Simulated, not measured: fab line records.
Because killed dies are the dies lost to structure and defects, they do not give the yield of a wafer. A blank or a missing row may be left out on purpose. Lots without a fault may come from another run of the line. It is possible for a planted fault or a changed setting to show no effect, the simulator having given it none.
fab line records || flow n5_finfet
record {"lots": 12, "wafers": 34, "last_day": 17}
route steps=1938 shown BEOL_M5@1169
lots that met no fault: taken from a fault-free run of the same line
start_h: hours from the record's first day to the start of the lot's first wafer shown || wait_h: time in hours since the lot's previous step || " repeats the value in the row above || L1.1+2: several wafers, shown together as one row || - no value, or no start given || * or withheld: withheld || < > ~ a bound
route shown NAME@n: names a module that has steps shown in the file, with the first one's number in the route || usual: average and standard deviation across the fault-free wafers || same: alike in all rows || chamber/n: place in a boat || sites: readings site by site || _std_site: their standard deviation || _edge_site: mean of outer sites minus mean of inner sites || radius_mm: how far each site lies from the wafer's centre || mask NAME#n: copy n || behind: the most recent tool/chamber to have shaped the wafer || hold: the reason the lot was held/the length of the hold in hours/how it ended || device: names the non-switching transistor (n, p or np) || end of line: tests run on the same wafers once the route is complete || where a step has no rows: the recipe by itself || killed: at the first sort, the dies lost to defects and structure; wafer yield is something else || map: shows each die of a wafer: x if killed, . if not, _ if none is there
set.NAME: the run value of the setting; set.NAME@STEP: its run value at that earlier step || model.NAME: the simulator's own value behind a step, which no gauge read
one table for each step of the route and one row for each wafer, over a sample of lots
services: the hour from which a tool's chamber was out of use, counted from the record's first day as start_h (under 0 if before that day), plus the number of hours and why
## steps
# step N5_BEOL_M5_CURE_80
# recipe {"temp_c": 370, "time_s": 120, "ambient": "DMADMS/He", "material": "SiCOH_lowk"}
# usual {"lamp_power_pct": "52.32/0.053", "wafer_temp_C_max": "371.7/0.52"}
{"lot.wafer": "L824.3", "tool": "uv_cure-01", "chamber": 0, "start_h": 213.03, "wait_h": 0.1, "lamp_power_pct": 52.29, "wafer_temp_C_max": 373.1}
{"lot.wafer": "L824.4", "tool": "uv_cure-01", "chamber": 0, "start_h": 213.03, "wait_h": 0.1, "lamp_power_pct": 52.28, "wafer_temp_C_max": 372.6}
{"lot.wafer": "L824.6", "tool": "uv_cure-01", "chamber": 0, "start_h": 213.03, "wait_h": 0.1, "lamp_power_pct": 52.31, "wafer_temp_C_max": 372.4}
{"lot.wafer": "L826.2", "tool": "uv_cure-03", "chamber": 2, "start_h": 221.30, "wait_h": 0.1, "lamp_power_pct": 52.38, "wafer_temp_C_max": 372.9}
{"lot.wafer": "L826.3", "tool": "uv_cure-03", "chamber": 2, "start_h": 221.30, "wait_h": 0.1, "lamp_power_pct": 52.34, "wafer_temp_C_max": 372.0}
{"lot.wafer": "L825.3", "tool": "uv_cure-02", "chamber": 1, "start_h": 221.73, "wait_h": 0.1, "lamp_power_pct": 52.28, "wafer_temp_C_max": 372.0}
{"lot.wafer": "L825.4", "tool": "uv_cure-02", "chamber": 1, "start_h": 221.73, "wait_h": 0.1, "lamp_power_pct": 52.19, "wafer_temp_C_max": 371.7}
{"lot.wafer": "L825.6", "tool": "uv_cure-02", "chamber": 1, "start_h": 221.73, "wait_h": 0.1, "lamp_power_pct": 52.34, "wafer_temp_C_max": 371.6}
{"lot.wafer": "L828.2", "tool": "uv_cure-03", "chamber": 0, "start_h": 225.93, "wait_h": 0.1, "lamp_power_pct": 52.40, "wafer_temp_C_max": 371.8}
{"lot.wafer": "L828.3", "tool": "uv_cure-03", "chamber": 0, "start_h": 225.93, "wait_h": 0.1, "lamp_power_pct": 52.34, "wafer_temp_C_max": 371.2}
{"lot.wafer": "L828.4", "tool": "uv_cure-03", "chamber": 0, "start_h": 225.93, "wait_h": 0.1, "lamp_power_pct": 52.36, "wafer_temp_C_max": 371.5}
{"lot.wafer": "L829.1", "tool": "uv_cure-01", "chamber": 2, "start_h": 243.75, "wait_h": 0.0, "lamp_power_pct": 52.40, "wafer_temp_C_max": 371.5}
{"lot.wafer": "L829.4", "tool": "uv_cure-01", "chamber": 2, "start_h": 243.75, "wait_h": 0.0, "lamp_power_pct": 52.26, "wafer_temp_C_max": 372.5}
{"lot.wafer": "L829.5", "tool": "uv_cure-01", "chamber": 2, "start_h": 243.75, "wait_h": 0.0, "lamp_power_pct": 52.34, "wafer_temp_C_max": 371.8}
{"lot.wafer": "L830.1", "tool": "uv_cure-02", "chamber": 2, "start_h": 251.74, "wait_h": 0.0, "lamp_power_pct": 52.32, "wafer_temp_C_max": 371.1}
{"lot.wafer": "L830.2", "tool": "uv_cure-02", "chamber": 2, "start_h": 251.74, "wait_h": 0.0, "lamp_power_pct": 52.33, "wafer_temp_C_max": 371.4}
{"lot.wafer": "L830.6", "tool": "uv_cure-02", "chamber": 2, "start_h": 251.74, "wait_h": 0.0, "lamp_power_pct": 52.20, "wafer_temp_C_max": 370.8}
{"lot.wafer": "L831.1", "tool": "uv_cure-03", "chamber": 2, "start_h": 259.03, "wait_h": 0.0, "lamp_power_pct": 52.24, "wafer_temp_C_max": 372.6}
{"lot.wafer": "L831.2", "tool": "uv_cure-03", "chamber": 2, "start_h": 259.03, "wait_h": 0.0, "lamp_power_pct": 52.29, "wafer_temp_C_max": 372.5}
{"lot.wafer": "L831.4", "tool": "uv_cure-03", "chamber": 2, "start_h": 259.03, "wait_h": 0.0, "lamp_power_pct": 52.35, "wafer_temp_C_max": 372.6}
{"lot.wafer": "L833.1", "tool": "uv_cure-01", "chamber": 0, "start_h": 268.04, "wait_h": 0.0, "lamp_power_pct": 52.30, "wafer_temp_C_max": 372.6}
{"lot.wafer": "L833.4", "tool": "uv_cure-01", "chamber": 0, "start_h": 268.04, "wait_h": 0.0, "lamp_power_pct": 52.28, "wafer_temp_C_max": 372.3}
{"lot.wafer": "L833.6", "tool": "uv_cure-01", "chamber": 0, "start_h": 268.04, "wait_h": 0.0, "lamp_power_pct": 52.37, "wafer_temp_C_max": 372.1}
{"lot.wafer": "L834.1", "tool": "uv_cure-03", "chamber": 0, "start_h": 281.72, "wait_h": 0.0, "lamp_power_pct": 52.30, "wafer_temp_C_max": 372.0}
{"lot.wafer": "L834.3", "tool": "uv_cure-03", "chamber": 0, "start_h": 281.72, "wait_h": 0.0, "lamp_power_pct": 52.29, "wafer_temp_C_max": 371.7}
{"lot.wafer": "L834.5", "tool": "uv_cure-03", "chamber": 0, "start_h": 281.72, "wait_h": 0.0, "lamp_power_pct": 52.29, "wafer_temp_C_max": 371.5}
{"lot.wafer": "L837.2", "tool": "uv_cure-01", "chamber": 2, "start_h": 291.65, "wait_h": 0.1, "lamp_power_pct": 52.27, "wafer_temp_C_max": 371.2}
{"lot.wafer": "L837.3", "tool": "uv_cure-01", "chamber": 2, "start_h": 291.65, "wait_h": 0.1, "lamp_power_pct": 52.42, "wafer_temp_C_max": 371.7}
{"lot.wafer": "L841.3", "tool": "uv_cure-02", "chamber": 2, "start_h": 312.56, "wait_h": 0.1, "lamp_power_pct": 52.23, "wafer_temp_C_max": 371.1}
{"lot.wafer": "L841.5", "tool": "uv_cure-02", "chamber": 2, "start_h": 312.56, "wait_h": 0.1, "lamp_power_pct": 52.39, "wafer_temp_C_max": 371.0}
{"lot.wafer": "L841.6", "tool": "uv_cure-02", "chamber": 2, "start_h": 312.56, "wait_h": 0.1, "lamp_power_pct": 52.35, "wafer_temp_C_max": 371.1}
{"lot.wafer": "L840.2", "tool": "uv_cure-03", "chamber": 1, "start_h": 315.44, "wait_h": 0.1, "lamp_power_pct": 52.31, "wafer_temp_C_max": 372.2}
{"lot.wafer": "L840.4", "tool": "uv_cure-03", "chamber": 1, "start_h": 315.44, "wait_h": 0.1, "lamp_power_pct": 52.39, "wafer_temp_C_max": 372.2}
{"lot.wafer": "L840.6", "tool": "uv_cure-03", "chamber": 1, "start_h": 315.44, "wait_h": 0.1, "lamp_power_pct": 52.26, "wafer_temp_C_max": 371.8}
# step N5_BEOL_M5_PRE_CLEAN_45
# recipe {"gas": "H2/He", "time_s": 30, "temp_c": 250}
# usual {"heater_power_w": "326/19"}
{"lot.wafer": "L824.3", "tool": "pvd_sputter-03", "chamber": "-", "start_h": 213.29, "wait_h": 0.0, "heater_power_w": 315}
{"lot.wafer": "L824.4", "tool": "pvd_sputter-03", "chamber": "-", "start_h": 213.29, "wait_h": 0.0, "heater_power_w": 323}
{"lot.wafer": "L824.6", "tool": "pvd_sputter-03", "chamber": "-", "start_h": 213.29, "wait_h": 0.0, "heater_power_w": 311}
{"lot.wafer": "L826.2", "tool": "pvd_sputter-01", "chamber": "-", "start_h": 221.77, "wait_h": 0.0, "heater_power_w": 343}
{"lot.wafer": "L826.3", "tool": "pvd_sputter-01", "chamber": "-", "start_h": 221.77, "wait_h": 0.0, "heater_power_w": 316}
{"lot.wafer": "L825.3", "tool": "pvd_sputter-01", "chamber": "-", "start_h": 222.27, "wait_h": 0.0, "heater_power_w": 342}
{"lot.wafer": "L825.4", "tool": "pvd_sputter-01", "chamber": "-", "start_h": 222.27, "wait_h": 0.0, "heater_power_w": 358}
{"lot.wafer": "L825.6", "tool": "pvd_sputter-01", "chamber": "-", "start_h": 222.27, "wait_h": 0.0, "heater_power_w": 322}
{"lot.wafer": "L828.2", "tool": "pvd_sputter-01", "chamber": "-", "start_h": 226.68, "wait_h": 0.0, "heater_power_w": 318}
{"lot.wafer": "L828.3", "tool": "pvd_sputter-01", "chamber": "-", "start_h": 226.68, "wait_h": 0.0, "heater_power_w": 342}
{"lot.wafer": "L828.4", "tool": "pvd_sputter-01", "chamber": "-", "start_h": 226.68, "wait_h": 0.0, "heater_power_w": 352}
{"lot.wafer": "L829.1", "tool": "pvd_sputter-01", "chamber": "-", "start_h": 244.16, "wait_h": 0.0, "heater_power_w": 321}
{"lot.wafer": "L829.4", "tool": "pvd_sputter-01", "chamber": "-", "start_h": 244.16, "wait_h": 0.0, "heater_power_w": 348}
{"lot.wafer": "L829.5", "tool": "pvd_sputter-01", "chamber": "-", "start_h": 244.16, "wait_h": 0.0, "heater_power_w": 344}
{"lot.wafer": "L830.1", "tool": "pvd_sputter-03", "chamber": "-", "start_h": 252.22, "wait_h": 0.0, "heater_power_w": 334}
{"lot.wafer": "L830.2", "tool": "pvd_sputter-03", "chamber": "-", "start_h": 252.22, "wait_h": 0.0, "heater_power_w": 318}
{"lot.wafer": "L830.6", "tool": "pvd_sputter-03", "chamber": "-", "start_h": 252.22, "wait_h": 0.0, "heater_power_w": 312}
{"lot.wafer": "L831.1", "tool": "pvd_sputter-03", "chamber": "-", "start_h": 259.51, "wait_h": 0.0, "heater_power_w": 316}
{"lot.wafer": "L831.2", "tool": "pvd_sputter-03", "chamber": "-", "start_h": 259.51, "wait_h": 0.0, "heater_power_w": 311}
{"lot.wafer": "L831.4", "tool": "pvd_sputter-03", "chamber": "-", "start_h": 259.51, "wait_h": 0.0, "heater_power_w": 281}
{"lot.wafer": "L833.1", "tool": "pvd_sputter-01", "chamber": "-", "start_h": 269.93, "wait_h": 0.0, "heater_power_w": 330}
{"lot.wafer": "L833.4", "tool": "pvd_sputter-01", "chamber": "-", "start_h": 269.93, "wait_h": 0.0, "heater_power_w": 324}
{"lot.wafer": "L833.6", "tool": "pvd_sputter-01", "chamber": "-", "start_h": 269.93, "wait_h": 0.0, "heater_power_w": 335}
{"lot.wafer": "L834.1", "tool": "pvd_sputter-01", "chamber": "-", "start_h": 282.26, "wait_h": 0.0, "heater_power_w": 344}
{"lot.wafer": "L834.3", "tool": "pvd_sputter-01", "chamber": "-", "start_h": 282.26, "wait_h": 0.0, "heater_power_w": 328}
{"lot.wafer": "L834.5", "tool": "pvd_sputter-01", "chamber": "-", "start_h": 282.26, "wait_h": 0.0, "heater_power_w": 334}
{"lot.wafer": "L837.2", "tool": "pvd_sputter-01", "chamber": "-", "start_h": 292.21, "wait_h": 0.0, "heater_power_w": 338}
{"lot.wafer": "L837.3", "tool": "pvd_sputter-01", "chamber": "-", "start_h": 292.21, "wait_h": 0.0, "heater_power_w": 316}
{"lot.wafer": "L841.3", "tool": "pvd_sputter-03", "chamber": "-", "start_h": 312.82, "wait_h": 0.0, "heater_power_w": 315}
{"lot.wafer": "L841.5", "tool": "pvd_sputter-03", "chamber": "-", "start_h": 312.82, "wait_h": 0.0, "heater_power_w": 310}
{"lot.wafer": "L841.6", "tool": "pvd_sputter-03", "chamber": "-", "start_h": 312.82, "wait_h": 0.0, "heater_power_w": 324}
{"lot.wafer": "L840.2", "tool": "pvd_sputter-02", "chamber": "-", "start_h": 317.59, "wait_h": 0.0, "heater_power_w": 304}
{"lot.wafer": "L840.4", "tool": "pvd_sputter-02", "chamber": "-", "start_h": 317.59, "wait_h": 0.0, "heater_power_w": 371}
{"lot.wafer": "L840.6", "tool": "pvd_sputter-02", "chamber": "-", "start_h": 317.59, "wait_h": 0.0, "heater_power_w": 349}
# step N5_BEOL_M5_ANNEAL_89
# recipe {"temp_c": 400, "time_s": 1800, "ambient": "vacuum"}
# usual {"heater_power_w": "811/53", "susceptor_temp_C": "400.01/0.21"}
{"lot.wafer": "L824.3", "tool": "pvd_sputter-03", "chamber": "-", "start_h": 217.23, "wait_h": 0.0, "heater_power_w": 724, "susceptor_temp_C": 399.67}
{"lot.wafer": "L824.4", "tool": "pvd_sputter-03", "chamber": "-", "start_h": 217.23, "wait_h": 0.0, "heater_power_w": 773, "susceptor_temp_C": 399.85}
{"lot.wafer": "L824.6", "tool": "pvd_sputter-03", "chamber": "-", "start_h": 217.23, "wait_h": 0.0, "heater_power_w": 717, "susceptor_temp_C": 399.39}
{"lot.wafer": "L826.2", "tool": "pvd_sputter-02", "chamber": "-", "start_h": 225.82, "wait_h": 0.0, "heater_power_w": 871, "susceptor_temp_C": 400.36}
{"lot.wafer": "L826.3", "tool": "pvd_sputter-02", "chamber": "-", "start_h": 225.82, "wait_h": 0.0, "heater_power_w": 755, "susceptor_temp_C": 399.88}
{"lot.wafer": "L825.3", "tool": "pvd_sputter-03", "chamber": "-", "start_h": 226.35, "wait_h": 0.0, "heater_power_w": 772, "susceptor_temp_C": 400.22}
{"lot.wafer": "L825.4", "tool": "pvd_sputter-03", "chamber": "-", "start_h": 226.35, "wait_h": 0.0, "heater_power_w": 815, "susceptor_temp_C": 400.03}
{"lot.wafer": "L825.6", "tool": "pvd_sputter-03", "chamber": "-", "start_h": 226.35, "wait_h": 0.0, "heater_power_w": 811, "susceptor_temp_C": 400.02}
{"lot.wafer": "L828.2", "tool": "pvd_sputter-01", "chamber": "-", "start_h": 230.82, "wait_h": 0.0, "heater_power_w": 889, "susceptor_temp_C": 400.15}
{"lot.wafer": "L828.3", "tool": "pvd_sputter-01", "chamber": "-", "start_h": 230.82, "wait_h": 0.0, "heater_power_w": 800, "susceptor_temp_C": 400.19}
{"lot.wafer": "L828.4", "tool": "pvd_sputter-01", "chamber": "-", "start_h": 230.82, "wait_h": 0.0, "heater_power_w": 866, "susceptor_temp_C": 400.17}
{"lot.wafer": "L829.1", "tool": "pvd_sputter-01", "chamber": "-", "start_h": 248.26, "wait_h": 0.0, "heater_power_w": "-", "susceptor_temp_C": "-"}
{"lot.wafer": "L829.4", "tool": "pvd_sputter-01", "chamber": "-", "start_h": 248.26, "wait_h": 0.0, "heater_power_w": "-", "susceptor_temp_C": "-"}
{"lot.wafer": "L829.5", "tool": "pvd_sputter-01", "chamber": "-", "start_h": 248.26, "wait_h": 0.0, "heater_power_w": "-", "susceptor_temp_C": "-"}
{"lot.wafer": "L830.1", "tool": "pvd_sputter-02", "chamber": "-", "start_h": 256.69, "wait_h": 0.0, "heater_power_w": "-", "susceptor_temp_C": "-"}
{"lot.wafer": "L830.2", "tool": "pvd_sputter-02", "chamber": "-", "start_h": 256.69, "wait_h": 0.0, "heater_power_w": "-", "susceptor_temp_C": "-"}
{"lot.wafer": "L830.6", "tool": "pvd_sputter-02", "chamber": "-", "start_h": 256.69, "wait_h": 0.0, "heater_power_w": "-", "susceptor_temp_C": "-"}
{"lot.wafer": "L831.1", "tool": "pvd_sputter-03", "chamber": "-", "start_h": 263.49, "wait_h": 0.0, "heater_power_w": "-", "susceptor_temp_C": "-"}
{"lot.wafer": "L831.2", "tool": "pvd_sputter-03", "chamber": "-", "start_h": 263.49, "wait_h": 0.0, "heater_power_w": "-", "susceptor_temp_C": "-"}
{"lot.wafer": "L831.4", "tool": "pvd_sputter-03", "chamber": "-", "start_h": 263.49, "wait_h": 0.0, "heater_power_w": "-", "susceptor_temp_C": "-"}
{"lot.wafer": "L833.1", "tool": "pvd_sputter-01", "chamber": "-", "start_h": 273.85, "wait_h": 0.0, "heater_power_w": 813, "susceptor_temp_C": 399.92}
{"lot.wafer": "L833.4", "tool": "pvd_sputter-01", "chamber": "-", "start_h": 273.85, "wait_h": 0.0, "heater_power_w": 789, "susceptor_temp_C": 400.05}
{"lot.wafer": "L833.6", "tool": "pvd_sputter-01", "chamber": "-", "start_h": 273.85, "wait_h": 0.0, "heater_power_w": 878, "susceptor_temp_C": 399.84}
{"lot.wafer": "L834.1", "tool": "pvd_sputter-03", "chamber": "-", "start_h": 286.71, "wait_h": 0.0, "heater_power_w": 810, "susceptor_temp_C": 400.13}
{"lot.wafer": "L834.3", "tool": "pvd_sputter-03", "chamber": "-", "start_h": 286.71, "wait_h": 0.0, "heater_power_w": 774, "susceptor_temp_C": 400.38}
{"lot.wafer": "L834.5", "tool": "pvd_sputter-03", "chamber": "-", "start_h": 286.71, "wait_h": 0.0, "heater_power_w": 801, "susceptor_temp_C": 399.99}
{"lot.wafer": "L837.2", "tool": "pvd_sputter-03", "chamber": "-", "start_h": 300.16, "wait_h": 0.0, "heater_power_w": 735, "susceptor_temp_C": 399.78}
{"lot.wafer": "L837.3", "tool": "pvd_sputter-03", "chamber": "-", "start_h": 300.16, "wait_h": 0.0, "heater_power_w": 813, "susceptor_temp_C": 399.83}
{"lot.wafer": "L841.3", "tool": "pvd_sputter-03", "chamber": "-", "start_h": 320.86, "wait_h": 0.0, "heater_power_w": 778, "susceptor_temp_C": 400.26}
{"lot.wafer": "L841.5", "tool": "pvd_sputter-03", "chamber": "-", "start_h": 320.86, "wait_h": 0.0, "heater_power_w": 739, "susceptor_temp_C": 400.33}
{"lot.wafer": "L841.6", "tool": "pvd_sputter-03", "chamber": "-", "start_h": 320.86, "wait_h": 0.0, "heater_power_w": 805, "susceptor_temp_C": 400.07}
{"lot.wafer": "L840.2", "tool": "pvd_sputter-01", "chamber": "-", "start_h": 322.26, "wait_h": 0.0, "heater_power_w": 814, "susceptor_temp_C": 400.21}
{"lot.wafer": "L840.4", "tool": "pvd_sputter-01", "chamber": "-", "start_h": 322.26, "wait_h": 0.0, "heater_power_w": 826, "susceptor_temp_C": 400.19}
{"lot.wafer": "L840.6", "tool": "pvd_sputter-01", "chamber": "-", "start_h": 322.26, "wait_h": 0.0, "heater_power_w": 890, "susceptor_temp_C": 400.22}
# step N5_BEOL_M5_ANNEAL_51
# recipe {"temp_c": 225, "time_s": 90, "ambient": "N2"}
# usual {"anneal_temp_c": "225.02/0.16", "anneal_temp_c_max": "226.03/0.19", "wafer_temp_C_max": "226.28/0.28"}
{"lot.wafer": "L824.3", "tool": "rtp_anneal-02", "chamber": 0, "start_h": 218.67, "wait_h": 0.3, "anneal_temp_c": 224.99, "anneal_temp_c_max": 225.89, "wafer_temp_C_max": 226.31}
{"lot.wafer": "L824.4", "tool": "rtp_anneal-02", "chamber": 0, "start_h": 218.67, "wait_h": 0.3, "anneal_temp_c": 225.10, "anneal_temp_c_max": 225.98, "wafer_temp_C_max": 226.03}
{"lot.wafer": "L824.6", "tool": "rtp_anneal-02", "chamber": 0, "start_h": 218.67, "wait_h": 0.3, "anneal_temp_c": 225.06, "anneal_temp_c_max": 226.06, "wafer_temp_C_max": 226.16}
{"lot.wafer": "L826.2", "tool": "rtp_anneal-02", "chamber": 0, "start_h": 227.13, "wait_h": 0.2, "anneal_temp_c": 225.18, "anneal_temp_c_max": 226.08, "wafer_temp_C_max": 226.03}
{"lot.wafer": "L826.3", "tool": "rtp_anneal-02", "chamber": 0, "start_h": 227.13, "wait_h": 0.2, "anneal_temp_c": 225.12, "anneal_temp_c_max": 225.95, "wafer_temp_C_max": 226.40}
{"lot.wafer": "L825.3", "tool": "rtp_anneal-02", "chamber": 0, "start_h": 227.65, "wait_h": 0.1, "anneal_temp_c": 225.00, "anneal_temp_c_max": 225.84, "wafer_temp_C_max": 226.52}
{"lot.wafer": "L825.4", "tool": "rtp_anneal-02", "chamber": 0, "start_h": 227.65, "wait_h": 0.1, "anneal_temp_c": 225.20, "anneal_temp_c_max": 226.11, "wafer_temp_C_max": 226.11}
{"lot.wafer": "L825.6", "tool": "rtp_anneal-02", "chamber": 0, "start_h": 227.65, "wait_h": 0.1, "anneal_temp_c": 224.99, "anneal_temp_c_max": 225.93, "wafer_temp_C_max": 226.29}
{"lot.wafer": "L828.2", "tool": "rtp_anneal-01", "chamber": 0, "start_h": 232.07, "wait_h": 0.1, "anneal_temp_c": 224.97, "anneal_temp_c_max": 226.08, "wafer_temp_C_max": 226.19}
{"lot.wafer": "L828.3", "tool": "rtp_anneal-01", "chamber": 0, "start_h": 232.07, "wait_h": 0.1, "anneal_temp_c": 224.87, "anneal_temp_c_max": 226.09, "wafer_temp_C_max": 225.84}
{"lot.wafer": "L828.4", "tool": "rtp_anneal-01", "chamber": 0, "start_h": 232.07, "wait_h": 0.1, "anneal_temp_c": 224.99, "anneal_temp_c_max": 226.14, "wafer_temp_C_max": 226.45}
{"lot.wafer": "L829.1", "tool": "rtp_anneal-02", "chamber": 0, "start_h": 249.86, "wait_h": 0.5, "anneal_temp_c": 224.98, "anneal_temp_c_max": 226.05, "wafer_temp_C_max": 226.23}
{"lot.wafer": "L829.4", "tool": "rtp_anneal-02", "chamber": 0, "start_h": 249.86, "wait_h": 0.5, "anneal_temp_c": 225.20, "anneal_temp_c_max": 226.02, "wafer_temp_C_max": 226.06}
{"lot.wafer": "L829.5", "tool": "rtp_anneal-02", "chamber": 0, "start_h": 249.86, "wait_h": 0.5, "anneal_temp_c": 225.07, "anneal_temp_c_max": 225.92, "wafer_temp_C_max": 226.51}
{"lot.wafer": "L830.1", "tool": "rtp_anneal-01", "chamber": 0, "start_h": 258.04, "wait_h": 0.1, "anneal_temp_c": 224.95, "anneal_temp_c_max": 226.15, "wafer_temp_C_max": 226.19}
{"lot.wafer": "L830.2", "tool": "rtp_anneal-01", "chamber": 0, "start_h": 258.04, "wait_h": 0.1, "anneal_temp_c": 225.10, "anneal_temp_c_max": 226.18, "wafer_temp_C_max": 226.30}
{"lot.wafer": "L830.6", "tool": "rtp_anneal-01", "chamber": 0, "start_h": 258.04, "wait_h": 0.1, "anneal_temp_c": 225.33, "anneal_temp_c_max": 226.86, "wafer_temp_C_max": 226.17}
{"lot.wafer": "L831.1", "tool": "rtp_anneal-01", "chamber": 0, "start_h": 264.70, "wait_h": 0.1, "anneal_temp_c": 224.86, "anneal_temp_c_max": 225.84, "wafer_temp_C_max": 226.22}
{"lot.wafer": "L831.2", "tool": "rtp_anneal-01", "chamber": 0, "start_h": 264.70, "wait_h": 0.1, "anneal_temp_c": 224.97, "anneal_temp_c_max": 225.88, "wafer_temp_C_max": 226.07}
{"lot.wafer": "L831.4", "tool": "rtp_anneal-01", "chamber": 0, "start_h": 264.70, "wait_h": 0.1, "anneal_temp_c": 224.92, "anneal_temp_c_max": 226.02, "wafer_temp_C_max": 226.24}
{"lot.wafer": "L833.1", "tool": "rtp_anneal-02", "chamber": 0, "start_h": 275.06, "wait_h": 0.1, "anneal_temp_c": 225.12, "anneal_temp_c_max": 226.01, "wafer_temp_C_max": 227.14}
{"lot.wafer": "L833.4", "tool": "rtp_anneal-02", "chamber": 0, "start_h": 275.06, "wait_h": 0.1, "anneal_temp_c": 225.26, "anneal_temp_c_max": 226.21, "wafer_temp_C_max": 226.32}
{"lot.wafer": "L833.6", "tool": "rtp_anneal-02", "chamber": 0, "start_h": 275.06, "wait_h": 0.1, "anneal_temp_c": 225.10, "anneal_temp_c_max": 226.11, "wafer_temp_C_max": 226.21}
{"lot.wafer": "L834.1", "tool": "rtp_anneal-02", "chamber": 0, "start_h": 287.92, "wait_h": 0.1, "anneal_temp_c": 224.86, "anneal_temp_c_max": 226.00, "wafer_temp_C_max": 226.65}
{"lot.wafer": "L834.3", "tool": "rtp_anneal-02", "chamber": 0, "start_h": 287.92, "wait_h": 0.1, "anneal_temp_c": 224.91, "anneal_temp_c_max": 225.88, "wafer_temp_C_max": 226.10}
{"lot.wafer": "L834.5", "tool": "rtp_anneal-02", "chamber": 0, "start_h": 287.92, "wait_h": 0.1, "anneal_temp_c": 224.94, "anneal_temp_c_max": 225.90, "wafer_temp_C_max": 226.36}
{"lot.wafer": "L837.2", "tool": "rtp_anneal-02", "chamber": 0, "start_h": 301.53, "wait_h": 0.2, "anneal_temp_c": 225.10, "anneal_temp_c_max": 226.05, "wafer_temp_C_max": 225.97}
{"lot.wafer": "L837.3", "tool": "rtp_anneal-02", "chamber": 0, "start_h": 301.53, "wait_h": 0.2, "anneal_temp_c": 225.10, "anneal_temp_c_max": 225.97, "wafer_temp_C_max": 226.05}
{"lot.wafer": "L841.3", "tool": "rtp_anneal-02", "chamber": 0, "start_h": 322.16, "wait_h": 0.1, "anneal_temp_c": 224.85, "anneal_temp_c_max": 225.76, "wafer_temp_C_max": 225.88}
{"lot.wafer": "L841.5", "tool": "rtp_anneal-02", "chamber": 0, "start_h": 322.16, "wait_h": 0.1, "anneal_temp_c": 225.23, "anneal_temp_c_max": 225.93, "wafer_temp_C_max": 226.42}
{"lot.wafer": "L841.6", "tool": "rtp_anneal-02", "chamber": 0, "start_h": 322.16, "wait_h": 0.1, "anneal_temp_c": 224.76, "anneal_temp_c_max": 225.78, "wafer_temp_C_max": 226.15}
{"lot.wafer": "L840.2", "tool": "rtp_anneal-01", "chamber": 0, "start_h": 323.51, "wait_h": 0.1, "anneal_temp_c": 224.79, "anneal_temp_c_max": 225.89, "wafer_temp_C_max": 226.25}
{"lot.wafer": "L840.4", "tool": "rtp_anneal-01", "chamber": 0, "start_h": 323.51, "wait_h": 0.1, "anneal_temp_c": 224.78, "anneal_temp_c_max": 226.02, "wafer_temp_C_max": 226.66}
{"lot.wafer": "L840.6", "tool": "rtp_anneal-01", "chamber": 0, "start_h": 323.51, "wait_h": 0.1, "anneal_temp_c": 224.81, "anneal_temp_c_max": 225.80, "wafer_temp_C_max": 226.24}
## services
{"tool": "uv_cure-03", "chamber": "-", "start_h": 193.66, "hours": 4.5, "kind": "pm"}
{"tool": "uv_cure-02", "chamber": "-", "start_h": 277.50, "hours": 7.5, "kind": "pm"}
{"tool": "uv_cure-02", "chamber": "-", "start_h": 288.45, "hours": 18.8, "kind": "repair"}
{"tool": "uv_cure-03", "chamber": "-", "start_h": 302.46, "hours": 0.9, "kind": "repair"}
## key
first_sign {"step": "N5_BEOL_M5_ANNEAL_89", "reading": "tool_record", "direction": "missing"}
effect none on later readings
met_at N5_BEOL_M5_ANNEAL_89
struck_lots L829,L830,L831
baseline_loss {"step": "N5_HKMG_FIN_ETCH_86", "wafers": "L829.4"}
not_acting_at N5_BEOL_M5_CURE_80,N5_BEOL_M5_PRE_CLEAN_45,N5_BEOL_M5_ANNEAL_51
onset_between 230.82 248.26
fault {"kind": "skipped_step_whole", "tool": "pvd_sputter-01,pvd_sputter-02,pvd_sputter-03", "chamber": "-", "onset_h": 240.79, "steps": "N5_BEOL_M5_ANNEAL_89", "scope": "struck_lots_only"}
# baseline_loss: these wafers lose ten dies or more at that step, a loss of the line's own and not of a fault; the sort's usual values leave them out
